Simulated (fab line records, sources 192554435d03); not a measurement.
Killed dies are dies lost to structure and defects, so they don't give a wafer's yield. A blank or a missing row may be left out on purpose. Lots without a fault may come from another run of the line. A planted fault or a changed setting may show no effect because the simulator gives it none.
fab line records | flow n5_finfet | part 1 of 2: steps 1 to 4 of 6
record lots=21 wafers=63 last_day=18
route steps=1938 shown GATE_CUT@505 MOL_CONTACT_COAG@530
lots that met no fault: from a run of the same line without faults
start_h: hours from the record's first day to the start of the lot's first wafer shown | wait_h: hours since the lot's step before | " the same as in the row above | L1.1+2: a row that stands for several wafers | - no value, or no start given | * or withheld: withheld | < > ~ a bound
route shown NAME@n: a module of which the file shows steps, and the number in the route of the first | usual: mean/standard deviation of fault-free wafers | same: alike in all rows | chamber/n: place in a boat | sites: the reading at each site | _std_site: their standard deviation | _edge_site: outer sites' mean less inner sites' | radius_mm: how far each site lies from the wafer's centre | mask NAME#n: copy n | behind: the tool/chamber that last shaped the wafer | hold: why the lot was held/for how many hours/how that ended | device: the transistor (n, p or np) that didn't switch | end of line: the same wafers' tests at the end of the route | a step without rows: its recipe alone | killed: dies lost to structure and defects at the first sort, not the wafer's yield | map: a wafer's dies, x killed, . not, _ none there
set.NAME: the setting as run; set.NAME@STEP: as run at that earlier step | model.NAME: the simulator's own value behind a step, which no gauge read
steps of the route over a sample of lots; a table a step, a row a wafer
services: from which hour (start_h, from the record's first day; less than 0 if before it) a tool's chamber was out of use, for how many hours, and why
## steps
# step N5_GATE_CUT_VAPOR_ETCH_49
# recipe chemistry=BCl3/Cl2 target=TiAlC mode=isotropic
# usual drypump_motor_current_A=5.94/0.26 oes_product_au=0.79/0.12
# columns lot.wafer tool chamber start_h wait_h drypump_motor_current_A oes_product_au
L074.1 rie_metal-03 0 91.68 0.0 6.22 0.98
L074.4 " 1 " " 6.10 0.73
L074.5 " 0 " " 6.24 0.97
L075.4 rie_metal-02 1 97.25 0.0 5.48 0.96
L075.5 " 1 " " 5.47 0.95
L075.6 " 0 " " 5.81 0.88
L076.2 rie_metal-02 1 100.89 0.0 5.49 0.95
L076.3 " 0 " " 5.79 0.88
L076.4 " 1 " " 5.51 0.95
L077.1 rie_metal-02 1 103.20 0.0 5.49 0.94
L077.2 " 0 " " 5.81 0.88
L077.4 " 0 " " 5.81 0.87
L078.1 rie_metal-02 0 110.07 0.0 5.81 0.88
L078.4 " 1 " " 5.50 0.93
L078.6 " 1 " " 5.50 0.94
L079.1 rie_metal-03 1 116.94 0.0 6.04 0.72
L079.3 " 0 " " 6.24 0.96
L079.6 " 0 " " 6.22 0.95
L080.3 rie_metal-02 0 121.72 0.0 5.79 0.86
L080.4 " 1 " " 5.49 0.92
L080.5 " 0 " " 5.78 0.87
L081.2 rie_metal-01 1 127.36 0.0 6.00 0.64
L081.3 " 0 " " 6.19 0.70
L081.5 " 1 " " 5.99 0.64
L082.3 rie_metal-01 1 132.87 0.0 6.03 0.63
L082.4 " 0 " " 6.15 0.70
L082.5 " 1 " " 6.04 0.63
L083.2 rie_metal-03 1 136.88 0.0 6.05 0.73
L083.5 " 1 " " 6.04 0.73
L083.6 " 0 " " 6.27 0.93
L084.2 rie_metal-01 0 142.95 0.0 6.15 0.70
L084.3 " 0 " " 6.18 0.70
L084.6 " 0 " " 6.17 0.70
L085.2 rie_metal-01 1 152.57 0.0 5.98 0.62
L085.5 " 0 " " 6.15 0.69
L085.6 " 1 " " 5.97 0.64
L086.1 rie_metal-02 1 157.60 0.0 5.49 0.91
L086.3 " 1 " " 5.47 0.91
L086.5 " 1 " " 5.49 0.90
L087.1 rie_metal-03 0 162.88 0.0 6.25 0.91
L087.5 " 0 " " 6.22 0.92
L087.6 " 1 " " 6.05 0.72
L090.2 rie_metal-01 0 180.05 0.0 6.16 0.68
L090.3 " 1 " " 6.02 0.63
L090.5 " 0 " " 6.18 0.69
L091.2 rie_metal-03 0 187.97 0.0 6.23 0.90
L091.3 " 1 " " 6.01 0.72
L091.6 " 0 " " 6.22 0.90
L092.1 rie_metal-02 1 194.48 0.0 5.49 0.88
L092.2 " 0 " " 5.81 0.83
L092.3 " 0 " " 5.81 0.83
L093.3 rie_metal-02 0 200.18 0.0 5.77 0.84
L093.4 " 1 " " 5.48 0.88
L093.6 " 0 " " 5.81 0.84
L094.1 rie_metal-03 1 205.05 0.0 6.04 0.71
L094.5 " 1 " " 6.03 0.71
L094.6 " 0 " " 6.22 0.90
L095.2 rie_metal-01 1 210.50 0.0 6.02 0.62
L095.3 " 0 " " 6.22 0.69
L095.4 " 1 " " 6.00 0.63
L097.3 rie_metal-01 1 224.35 0.0 6.02 0.62
L097.5 " 0 " " 6.18 0.68
L097.6 " 1 " " 6.02 0.62
# step N5_MOL_CONTACT_COAG_ETCH_59
# recipe chemistry=N2/H2 target=underlayer target_depth_a=130 mask_material=CAR-EUV time_s=10.4 ion_energy_ev=200 pressure_mtorr=30 source_w=840 bias_w=150 n2_flow_sccm=200 h2_flow_sccm=200 ends=cleared
# usual drypump_motor_current_A=5.8/0.6 etch_rf_on_time_s=10.36/0.27 n2_flow_sccm=200.0/0.58 oes_product_au=0.68/0.079 rf_vpp_V=522.8/2.2 showerhead_plenum_p_Torr=2.50/0.081 throttle_valve_pct=17.8/0.36
# columns lot.wafer tool chamber start_h wait_h drypump_motor_current_A etch_rf_on_time_s n2_flow_sccm oes_product_au rf_hours_counter_h rf_vpp_V showerhead_plenum_p_Torr throttle_valve_pct
L074.1 rie_diel-05 0 94.97 0.0 6.0 10.41 200.4 0.68 101 520.1 2.47 17.7
L074.4 " 1 " " 6.4 10.16 200.4 0.81 22 522.8 2.48 17.5
L074.5 " 3 " " 4.9 10.98 200.3 0.75 - 522.8 2.48 17.2
L075.4 rie_diel-06 0 100.79 0.0 4.9 10.14 199.5 0.63 - 521.2 2.43 18.3
L075.5 " 3 " " 6.5 10.52 200.5 0.65 - 525.8 2.67 18.1
L075.6 " 1 " " 5.9 10.44 199.5 0.60 - 519.7 2.39 17.6
L076.2 rie_diel-02 1 105.12 0.0 5.5 10.40 200.9 0.81 5 521.9 2.49 17.2
L076.3 " 2 " " 6.2 10.19 200.6 0.71 65 522.4 2.48 17.8
L076.4 " 0 " " 5.1 10.10 200.3 0.78 25 523.2 2.51 17.8
L077.1 rie_diel-05 2 106.42 0.0 6.6 10.22 199.3 0.64 177 522.9 2.54 18.0
L077.2 " 0 " " 6.0 10.37 199.5 0.68 105 522.0 2.47 17.7
L077.4 " 1 " " 6.3 10.01 200.0 0.81 26 522.1 2.48 17.5
L078.1 rie_diel-05 3 113.28 0.0 4.9 10.99 200.3 0.74 16 522.3 2.48 17.2
L078.4 " 1 " " 6.4 10.10 199.4 0.80 28 522.9 2.48 17.5
L078.6 " 0 " " 6.0 10.49 199.4 0.68 - 522.2 2.47 17.7
L079.1 rie_diel-02 3 120.48 0.0 5.9 10.20 200.5 0.61 198 524.3 2.53 18.2
L079.3 " 0 " " 5.0 10.14 199.5 0.78 32 521.0 2.51 17.8
L079.6 " 3 " " 5.9 10.24 200.1 0.62 - 522.3 2.53 18.2
L080.3 rie_diel-06 3 125.14 0.0 6.5 10.46 200.3 0.64 157 525.5 2.67 18.1
L080.4 " 1 " " 5.9 10.35 200.5 0.59 241 520.2 2.38 17.6
L080.5 " 3 " " 6.5 10.47 199.8 0.64 - 527.6 2.67 18.1
L081.2 rie_diel-06 1 131.06 0.0 5.9 10.49 199.0 0.58 243 518.7 2.38 17.6
L081.3 " 0 " " 4.9 10.16 200.6 0.63 193 520.5 2.43 18.3
L081.5 " 3 " " 6.5 10.63 200.2 0.63 - 527.9 2.67 18.1
L082.3 rie_diel-06 3 136.20 0.0 6.5 10.65 199.7 0.63 161 526.2 2.66 18.2
L082.4 " 0 " " 4.9 10.13 199.3 0.62 195 520.1 2.43 18.3
L082.5 " 3 " " 6.4 10.63 200.6 0.63 - 525.5 2.67 18.1
L083.2 rie_diel-06 1 140.92 0.0 5.9 10.57 200.0 0.57 247 519.3 2.38 17.6
L083.5 " 1 " " 5.9 10.54 199.4 0.58 - 520.1 2.38 17.6
L083.6 " 0 " " 4.9 10.17 200.9 0.62 - 520.6 2.43 18.3
L084.2 rie_diel-06 1 146.47 0.0 5.9 10.53 200.5 0.59 249 520.2 2.38 17.6
L084.3 " 2 " " 6.2 10.05 200.2 0.82 13 522.8 2.49 17.7
L084.6 " 0 " " 4.9 10.12 200.1 0.62 - 521.1 2.42 18.3
L085.2 rie_diel-02 2 156.04 0.0 6.2 10.33 200.3 0.68 83 521.5 2.47 17.9
L085.5 " 1 " " 5.5 10.44 200.0 0.76 - 523.0 2.48 17.2
L085.6 " 2 " " 6.3 10.22 199.6 0.68 - 521.2 2.47 17.9
L086.1 rie_diel-05 2 160.91 0.0 6.6 10.41 200.7 0.61 195 523.1 2.53 18.1
L086.3 " 3 " " 4.9 10.99 199.1 0.71 32 522.1 2.47 17.2
L086.5 " 0 " " 6.0 10.54 200.2 0.66 - 521.5 2.46 17.7
L087.1 rie_diel-06 0 166.21 0.0 4.9 10.13 199.0 0.61 208 521.8 2.42 18.3
L087.5 " 0 " " 4.9 10.13 199.8 0.61 - 521.6 2.42 18.3
L087.6 " 2 " " 6.2 10.22 200.1 0.79 - 522.1 2.49 17.7
L090.2 rie_diel-02 2 183.45 0.0 6.3 10.29 200.7 0.68 92 521.5 2.47 17.9
L090.3 " 0 " " 5.1 10.16 200.0 0.75 48 521.6 2.50 17.8
L090.5 " 2 " " 6.3 10.26 201.2 0.67 - 521.4 2.47 17.9
L091.2 rie_diel-05 3 191.20 0.0 4.9 10.98 200.2 0.69 47 521.8 2.47 17.3
L091.3 " 3 " " 4.9 11.04 199.5 0.69 - 522.2 2.47 17.3
L091.6 " 2 " " 6.6 10.36 199.8 0.61 - 522.4 2.52 18.1
L092.1 rie_diel-02 1 197.78 0.0 5.5 10.39 200.0 0.74 43 522.1 2.47 17.3
L092.2 " 3 " " 6.0 10.22 200.3 0.60 228 524.1 2.52 18.2
L092.3 " 0 " " 5.0 9.95 199.7 0.76 53 520.7 2.50 17.9
L093.3 rie_diel-06 0 203.50 0.0 4.9 10.04 199.1 0.60 222 519.2 2.42 18.4
L093.4 " 3 " " 6.4 10.75 200.1 0.62 188 526.8 2.65 18.2
L093.6 " 1 " " 5.9 10.36 199.1 0.81 - 529.9 2.69 17.2
L094.1 rie_diel-02 3 209.28 0.0 6.0 10.29 199.8 0.59 232 523.4 2.52 18.2
L094.5 " 2 " " 6.2 10.41 200.6 0.66 - 522.6 2.46 17.9
L094.6 " 3 " " 6.0 10.31 199.8 0.59 - 523.4 2.52 18.2
L095.2 rie_diel-05 2 213.84 0.0 6.6 10.44 199.6 0.59 218 523.8 2.52 18.1
L095.3 " 3 " " 4.9 10.97 198.9 0.69 55 520.7 2.46 17.3
L095.4 " 1 " " 6.3 10.06 199.9 0.77 48 521.8 2.47 17.5
L097.3 rie_diel-06 2 227.55 0.0 6.2 10.14 199.8 0.75 45 523.3 2.48 17.8
L097.5 " 3 " " 6.5 10.64 200.2 0.61 - 526.2 2.65 18.2
L097.6 " 0 " " 4.9 10.14 199.3 0.60 - 521.3 2.41 18.4
# step N5_MOL_CONTACT_COAG_ETCH_106
# recipe chemistry=N2/H2 target=SOC target_depth_a=800 overetch_a=160 mask_material=SiARC temp_c=40 time_s=120 ion_energy_ev=200 pressure_mtorr=30 source_w=840 bias_w=150 n2_flow_sccm=200 h2_flow_sccm=200
# usual drypump_motor_current_A=5.8/0.6 n2_flow_sccm=200.1/0.61 oes_product_au=0.72/0.079 rf_vpp_V=522.7/2.3 showerhead_plenum_p_Torr=2.50/0.081 throttle_valve_pct=17.8/0.36
# columns lot.wafer tool chamber start_h wait_h drypump_motor_current_A n2_flow_sccm oes_product_au rf_hours_counter_h rf_vpp_V showerhead_plenum_p_Torr throttle_valve_pct
L074.1 rie_diel-05 0 95.02 0.0 6.0 199.5 0.71 101 522.1 2.47 17.7
L074.4 " 1 " " 6.4 198.7 0.83 22 523.0 2.48 17.4
L074.5 " 3 " " 4.9 200.4 0.81 - 522.7 2.48 17.2
L075.4 rie_diel-06 0 100.87 0.0 4.9 199.7 0.65 - 519.1 2.43 18.3
L075.5 " 3 " " 6.5 200.1 0.69 - 527.1 2.67 18.1
L075.6 " 1 " " 5.9 198.7 0.63 - 519.8 2.39 17.6
L076.2 rie_diel-02 1 105.17 0.0 5.6 201.5 0.84 5 522.8 2.49 17.2
L076.3 " 2 " " 6.3 200.8 0.73 65 521.9 2.48 17.8
L076.4 " 0 " " 5.1 200.6 0.81 25 522.3 2.51 17.8
L077.1 rie_diel-05 2 106.47 0.0 6.6 200.6 0.66 177 522.7 2.54 18.0
L077.2 " 0 " " 6.0 200.3 0.71 105 521.2 2.47 17.7
L077.4 " 1 " " 6.4 200.3 0.83 26 521.4 2.48 17.5
L078.1 rie_diel-05 3 113.33 0.0 4.9 199.0 0.79 16 523.5 2.48 17.2
L078.4 " 1 " " 6.4 201.2 0.82 28 521.9 2.48 17.5
L078.6 " 0 " " 6.0 199.2 0.70 - 521.4 2.47 17.7
L079.1 rie_diel-02 3 120.53 0.0 5.9 200.2 0.64 198 523.7 2.53 18.1
L079.3 " 0 " " 5.1 200.3 0.80 32 522.5 2.51 17.8
L079.6 " 3 " " 5.9 199.6 0.64 - 523.4 2.53 18.1
L080.3 rie_diel-06 3 125.19 0.0 6.5 200.4 0.68 157 526.2 2.67 18.1
L080.4 " 1 " " 5.9 199.8 0.62 241 519.1 2.38 17.6
L080.5 " 3 " " 6.4 200.8 0.68 - 526.2 2.67 18.1
L081.2 rie_diel-06 1 131.11 0.0 5.9 199.6 0.62 243 519.0 2.38 17.6
L081.3 " 0 " " 4.9 199.4 0.64 193 521.2 2.43 18.3
L081.5 " 3 " " 6.5 199.7 0.67 - 528.2 2.67 18.1
L082.3 rie_diel-06 3 136.25 0.0 6.5 200.1 0.67 161 526.8 2.66 18.1
L082.4 " 0 " " 4.9 200.2 0.64 195 519.4 2.43 18.3
L082.5 " 3 " " 6.4 200.7 0.68 - 526.8 2.67 18.1
L083.2 rie_diel-06 1 140.97 0.0 5.9 199.5 0.61 247 519.4 2.38 17.6
L083.5 " 1 " " 5.9 200.1 0.61 - 520.1 2.38 17.6
L083.6 " 0 " " 4.9 200.3 0.64 - 520.6 2.43 18.3
L084.2 rie_diel-06 1 146.51 0.0 5.9 201.0 0.61 249 519.7 2.38 17.6
L084.3 " 2 " " 6.2 200.1 0.83 13 522.4 2.49 17.7
L084.6 " 0 " " 4.9 199.7 0.64 - 520.5 2.42 18.3
L085.2 rie_diel-02 2 156.09 0.0 6.3 199.8 0.72 83 521.4 2.47 17.8
L085.5 " 1 " " 5.6 199.7 0.79 - 522.3 2.48 17.2
L085.6 " 2 " " 6.3 200.4 0.71 - 521.5 2.47 17.8
L086.1 rie_diel-05 2 160.95 0.0 6.6 200.5 0.65 195 522.3 2.53 18.0
L086.3 " 3 " " 4.9 198.5 0.77 32 522.8 2.47 17.2
L086.5 " 0 " " 6.0 200.0 0.70 - 520.2 2.46 17.7
L087.1 rie_diel-06 0 166.26 0.0 4.9 199.9 0.63 208 520.1 2.42 18.3
L087.5 " 0 " " 4.9 200.3 0.63 - 519.7 2.42 18.3
L087.6 " 2 " " 6.3 200.1 0.82 - 522.8 2.49 17.7
L090.2 rie_diel-02 2 183.50 0.0 6.2 199.8 0.70 92 521.7 2.47 17.8
L090.3 " 0 " " 5.0 200.0 0.77 48 522.4 2.50 17.8
L090.5 " 2 " " 6.2 200.3 0.70 - 521.9 2.47 17.8
L091.2 rie_diel-05 3 191.27 0.0 4.9 199.7 0.75 47 521.7 2.47 17.2
L091.3 " 3 " " 4.9 200.3 0.74 - 522.3 2.47 17.2
L091.6 " 2 " " 6.6 200.7 0.63 - 523.0 2.52 18.1
L092.1 rie_diel-02 1 197.83 0.0 5.5 199.2 0.77 43 521.6 2.47 17.2
L092.2 " 3 " " 6.0 199.7 0.62 228 523.4 2.52 18.2
L092.3 " 0 " " 5.1 199.9 0.77 53 522.8 2.50 17.8
L093.3 rie_diel-06 0 203.55 0.0 4.9 200.1 0.62 222 520.6 2.42 18.4
L093.4 " 3 " " 6.4 200.4 0.65 188 526.2 2.65 18.2
L093.6 " 1 " " 5.9 200.9 0.85 - 528.1 2.69 17.2
L094.1 rie_diel-02 3 209.33 0.0 5.9 198.7 0.62 232 523.6 2.52 18.2
L094.5 " 2 " " 6.2 199.1 0.69 - 520.4 2.46 17.9
L094.6 " 3 " " 5.9 199.4 0.62 - 522.4 2.52 18.2
L095.2 rie_diel-05 2 213.89 0.0 6.6 200.6 0.62 218 521.8 2.52 18.1
L095.3 " 3 " " 4.9 200.7 0.74 55 521.0 2.46 17.2
L095.4 " 1 " " 6.3 200.3 0.79 48 522.1 2.47 17.5
L097.3 rie_diel-06 2 227.60 0.0 6.3 200.4 0.78 45 522.9 2.48 17.7
L097.5 " 3 " " 6.4 200.4 0.64 - 525.9 2.65 18.2
L097.6 " 0 " " 4.9 200.8 0.62 - 520.0 2.41 18.3
# step N5_MOL_CONTACT_COAG_ETCHBACK_135
# recipe chemistry=CHF3 target=SiO2 target_depth_a=250 time_s=16.7 ion_energy_ev=200 pressure_mtorr=30 source_w=610 bias_w=170 Ar_flow_sccm=200 CHF3_flow_sccm=50
# usual drypump_motor_current_A=5.8/0.6 oes_product_au=0.80/0.09 rf_vpp_V=518/8.8 showerhead_plenum_p_Torr=2.34/0.066 throttle_valve_pct=18.70/0.28
# columns lot.wafer tool chamber start_h wait_h drypump_motor_current_A oes_product_au rf_hours_counter_h rf_vpp_V showerhead_plenum_p_Torr throttle_valve_pct
L074.1 rie_diel-06 3 108.55 0.0 6.4 0.74 150 517 2.48 18.82
L074.4 " 0 " " 4.9 0.74 - 512 2.27 19.13
L074.5 " 3 " " 6.4 0.74 - 518 2.48 18.85
L075.4 rie_diel-02 1 110.99 0.0 5.5 0.93 8 516 2.34 18.19
L075.5 " 0 " " 5.1 0.92 - 523 2.33 18.46
L075.6 " 3 " " 5.9 0.73 - 532 2.37 18.92
L076.2 rie_diel-06 3 116.15 0.0 6.4 0.75 154 517 2.48 18.84
L076.3 " 0 " " 4.9 0.73 188 513 2.27 19.12
L076.4 " 1 " " 5.9 0.69 238 514 2.26 18.71
L077.1 rie_diel-02 1 116.72 0.0 5.5 0.93 10 517 2.34 18.19
L077.2 " 2 " " 6.2 0.81 70 507 2.33 18.76
L077.4 " 3 " " 5.9 0.72 197 531 2.37 18.91
L078.1 rie_diel-05 1 123.20 0.0 6.4 0.93 32 529 2.34 18.57
L078.4 " 2 " " 6.6 0.72 183 535 2.36 18.75
L078.6 " 2 " " 6.6 0.72 - 536 2.36 18.73
L079.1 rie_diel-02 3 130.80 0.0 6.0 0.72 202 531 2.37 18.92
L079.3 " 1 " " 5.5 0.91 16 518 2.34 18.21
L079.6 " 3 " " 6.0 0.72 - 534 2.37 18.93
L080.3 rie_diel-06 1 135.71 0.0 5.9 0.69 245 516 2.26 18.71
L080.4 " 3 " " 6.5 0.74 161 517 2.47 18.87
L080.5 " 1 " " 5.9 0.69 - 514 2.26 18.71
L081.2 rie_diel-02 3 140.65 0.0 6.0 0.71 208 531 2.36 18.94
L081.3 " 2 " " 6.2 0.81 76 508 2.33 18.77
L081.5 " 1 " " 5.5 0.91 - 516 2.34 18.20
L082.3 rie_diel-05 1 145.49 0.0 6.4 0.91 40 527 2.34 18.60
L082.4 " 2 " " 6.6 0.72 192 535 2.36 18.74
L082.5 " 2 " " 6.6 0.71 - 534 2.36 18.73
L083.2 rie_diel-02 3 155.22 0.0 5.9 0.70 214 532 2.36 18.95
L083.5 " 0 " " 5.1 0.89 - 524 2.33 18.49
L083.6 " 3 " " 5.9 0.71 - 532 2.36 18.94
L084.2 rie_diel-06 0 159.85 0.0 4.9 0.72 204 511 2.26 19.15
L084.3 " 3 " " 6.5 0.73 170 517 2.47 18.87
L084.6 " 0 " " 4.9 0.73 - 510 2.26 19.12
L085.2 rie_diel-06 0 167.72 0.0 4.9 0.72 209 512 2.26 19.13
L085.5 " 0 " " 4.9 0.72 - 510 2.26 19.14
L085.6 " 2 " " 6.2 0.92 - 507 2.33 18.61
L086.1 rie_diel-06 3 170.80 0.0 6.4 0.73 176 516 2.47 18.91
L086.3 " 2 " " 6.2 0.92 24 510 2.33 18.63
L086.5 " 2 " " 6.2 0.93 - 508 2.33 18.63
L087.1 rie_diel-06 3 176.39 0.0 6.5 0.73 180 517 2.47 18.89
L087.5 " 0 " " 4.9 0.72 - 510 2.26 19.14
L087.6 " 3 " " 6.5 0.72 - 517 2.47 18.90
L090.2 rie_diel-05 3 194.62 0.0 4.9 0.82 49 521 2.33 18.25
L090.3 " 2 " " 6.6 0.70 212 534 2.35 18.78
L090.5 " 3 " " 4.9 0.82 - 520 2.33 18.23
L091.2 rie_diel-06 1 201.31 0.0 5.9 0.96 8 521 2.54 18.37
L091.3 " 0 " " 4.9 0.69 222 512 2.26 19.16
L091.6 " 0 " " 4.9 0.70 - 511 2.26 19.17
L092.1 rie_diel-05 0 208.36 0.0 6.0 0.75 144 511 2.28 18.56
L092.2 " 2 " " 6.6 0.70 217 535 2.35 18.79
L092.3 " 3 " " 4.9 0.81 54 520 2.33 18.27
L093.3 rie_diel-02 1 212.48 0.0 5.5 0.85 47 517 2.33 18.26
L093.4 " 0 " " 5.0 0.87 58 522 2.32 18.51
L093.6 " 3 " " 5.9 0.70 - 531 2.35 18.98
L094.1 rie_diel-05 2 219.57 0.0 6.6 0.70 220 535 2.34 18.79
L094.5 " 3 " " 4.9 0.80 - 520 2.33 18.28
L094.6 " 0 " " 6.0 0.75 - 511 2.28 18.54
L095.2 rie_diel-05 3 223.60 0.0 4.9 0.80 60 520 2.33 18.29
L095.3 " 0 " " 6.0 0.75 150 512 2.28 18.55
L095.4 " 1 " " 6.4 0.89 52 527 2.33 18.62
L097.3 rie_diel-02 3 236.07 0.0 5.9 0.69 241 531 2.35 18.99
L097.5 " 3 " " 5.9 0.69 - 530 2.35 19.00
L097.6 " 2 " " 6.3 0.77 - 505 2.32 18.83
